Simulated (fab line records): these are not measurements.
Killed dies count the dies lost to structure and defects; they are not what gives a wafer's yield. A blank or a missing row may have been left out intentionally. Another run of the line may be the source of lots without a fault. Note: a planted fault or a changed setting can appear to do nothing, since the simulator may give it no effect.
A lot that was struck, set against a sound lot / flow n5Finfet / 40 out of 1938 route steps
Sound: the wafers L275.3, L275.4, L275.5. Wafers L288.3, L288.5, L288.6 were the ones struck. The cause is named last.
For every step that has rows: the tool of each side, followed by ch and its chambers, followed by its first start. Under that, the readings that differ: sound wafers / struck wafers / difference of the means / sigmas: that difference in standard deviations of wafers without a fault.
alike: a reading whose means differ by less than 2 such deviations, as well as words and numbers matching on both sides. not compared: withheld readings; readings where some wafer has no value; bounds like >300 that might hide an equal value; numbers whose values overlap and for which the record gives no deviation.
Wherever a step has rows on one side only, a row that says differs or no value, or a row with sigmas, the two part there. When numbers do not overlap yet have no deviation, they are printed without sigmas and do not part them. A reading that every wafer of one side lacks parts them only if that side has two wafers or more.

N5_HKMG_FIN_STRIP_19: strips in N2/H2, time 360 s.
  sound on plasmaAsher-02 ch 0,1, day 5 06:32; struck on plasmaAsher-01 ch 0,1, day 8 14:26
  alike: drypumpMotorCurrentA, heaterPowerW
  not compared: rfHoursCounterH
then, 5 steps without rows for these wafers: N5_HKMG_FIN_ALD_91 (deposits TiN, target thk 1 nm, pulse time 1 s, purge time 3 s); N5_HKMG_FIN_COAT_85 (time 60 s, resist thk 300 nm); N5_HKMG_FIN_ETCH_86 (etches SOC in N2/H2, stops on TiN, target depth 393.2 nm); N5_HKMG_FIN_STRIP_89 (strips SOC in N2/H2, time 20 s); N5_HKMG_FIN_WET_ETCH_87 (etches TiN in SC1, time 154.2 s, target depth 4.7 nm, rinse time 30 s).
N5_HKMG_FIN_STRIP_88: strips in N2/H2, time 360 s.
  sound on plasmaAsher-01 ch 0,1, day 5 07:31; struck on plasmaAsher-01 ch 0,1, day 8 15:25
  alike: drypumpMotorCurrentA, heaterPowerW
  not compared: rfHoursCounterH
N5_HKMG_FIN_NWFM_ALD_20: deposits TiAlC, target thk 2 nm, pulse time 3 s, purge time 2 s.
  sound on aldMetal-03 ch 0,2,3, day 5 07:47; struck on aldMetal-04 ch 0,1,3, day 8 15:41
  alike: heaterPowerW, precursorPulseHeightRel
  not compared: sinceWetCleanH
then, 4 steps without rows for these wafers: N5_HKMG_FIN_ALD_71 (deposits TiN, target thk 1 nm, pulse time 1 s, purge time 3 s); N5_HKMG_FIN_COAT_66 (time 60 s, resist thk 300 nm); N5_HKMG_FIN_ETCH_67 (etches SOC in N2/H2, stops on TiN, target depth 388.9 nm); N5_HKMG_FIN_STRIP_90 (strips SOC in N2/H2, time 20 s).
N5_HKMG_FIN_WET_ETCH_73: etches the open film in SC1, time 42.3 s, target depth 1.3 nm, rinse time 30 s.
  sound on wetBench-06 ch 3,4,5, day 5 08:25; struck on wetBench-06 ch 1,4,5, day 8 16:23
then, 11 steps without rows for these wafers: N5_HKMG_FIN_ETCHBACK_68 (etches the open film in Cl2/Ar, stops on HfO2, target depth 0.5 nm); N5_HKMG_FIN_STRIP_69 (strips in N2/H2, time 360 s); N5_HKMG_FIN_ALD_21 (deposits TiN, target thk 1.5 nm, pulse time 1 s, purge time 3 s); N5_HKMG_FIN_ALD_72 (deposits W, target thk 2 nm, pulse time 1 s, purge time 2 s); N5_HKMG_FIN_W_FILL_22 (material W, target thk 60 nm, time 18.2 s); N5_HKMG_FIN_PRECLEAN_83 (cleans in DIW, time 57.5 s); N5_HKMG_FIN_SRD_84 (dry time 32 s); N5_HKMG_FIN_CMP_23 (polishes, stops on SiNx, t overpolish 10 s, target thk 46.326 nm); N5_HKMG_FIN_CMP_94 (polishes, stops on SiNx, t overpolish 4.7 s, target thk 43.299 nm); N5_GATE_CUT_ETCHBACK_00 (etches W in SF6/Cl2); N5_GATE_CUT_ETCH_56 (etches TiN in Cl2/Ar, target depth 21.6 nm).
N5_GATE_CUT_ETCHBACK_30: etches TiN in Cl2/Ar, target depth 3 nm.
  sound on rieMetal-02 ch 0,1, day 5 10:30; struck on rieMetal-01 ch 0,1, day 8 18:28
  alike: drypumpMotorCurrentA, oesProductAu, throttleValvePct
  not compared: rfHoursCounterH
then, 1 step without rows for these wafers: N5_GATE_CUT_VAPOR_ETCH_60 (etches HfO2 in BCl3/Cl2).
N5_GATE_CUT_ETCH_58: etches SiNx in CH3F/O2, target depth 17 nm, time 128.6 s.
  sound on rieDiel-06 ch 2,3, day 5 10:34; struck on rieDiel-01 ch 0,1,2, day 8 18:32
  alike: drypumpMotorCurrentA, oesProductAu, rfVppV, showerheadPlenumPTorr, throttleValvePct
  not compared: rfHoursCounterH
then, 12 steps without rows for these wafers: N5_GATE_CUT_STRIP_59 (strips in N2/H2, time 20 s); N5_GATE_CUT_PRECLEAN_31 (cleans in DIW, time 300 s); N5_GATE_CUT_SRD_32 (time 30 s); N5_GATE_CUT_SAC_CAP_01 (material SiNx, target thk 24 nm, pulse time 1 s, ald cycles 480); N5_GATE_CUT_PECVD_57 (deposits SiNx from SiH4/NH3/N2, target thk 21 nm); N5_GATE_CUT_CMP_02 (polishes, stops on SiO2, t overpolish 12.7 s, target thk 0 nm); N5_GATE_CUT_HM_DEP_46 (deposits SiO2 from TEOS/O2, target thk 130 nm, time 26.6 s); N5_GATE_CUT_COAT_34 (time 60 s, resist thk 60 nm); N5_GATE_CUT_COAT_35 (time 60 s, resist thk 10 nm); N5_GATE_CUT_COAT_27 (time 60 s, resist thk 10 nm); N5_GATE_CUT_COAT_07 (resist thk 30 nm); N5_GATE_CUT_EBR_09.
-- record jumps: 9 days separate the struck wafers' starts on either side; left off in module GATE_CUT, taken up again in module PASSIVATION, whose first shown step is the route's number 1936 --
N5_PASSIVATION_PROBE_49:
  record: rows for the struck wafers here (prober-01, day 18 01:14), none for the sound ones

WHERE THEY PART
Only at N5_PASSIVATION_PROBE_49, within this record.

WHY: what the simulator had put in
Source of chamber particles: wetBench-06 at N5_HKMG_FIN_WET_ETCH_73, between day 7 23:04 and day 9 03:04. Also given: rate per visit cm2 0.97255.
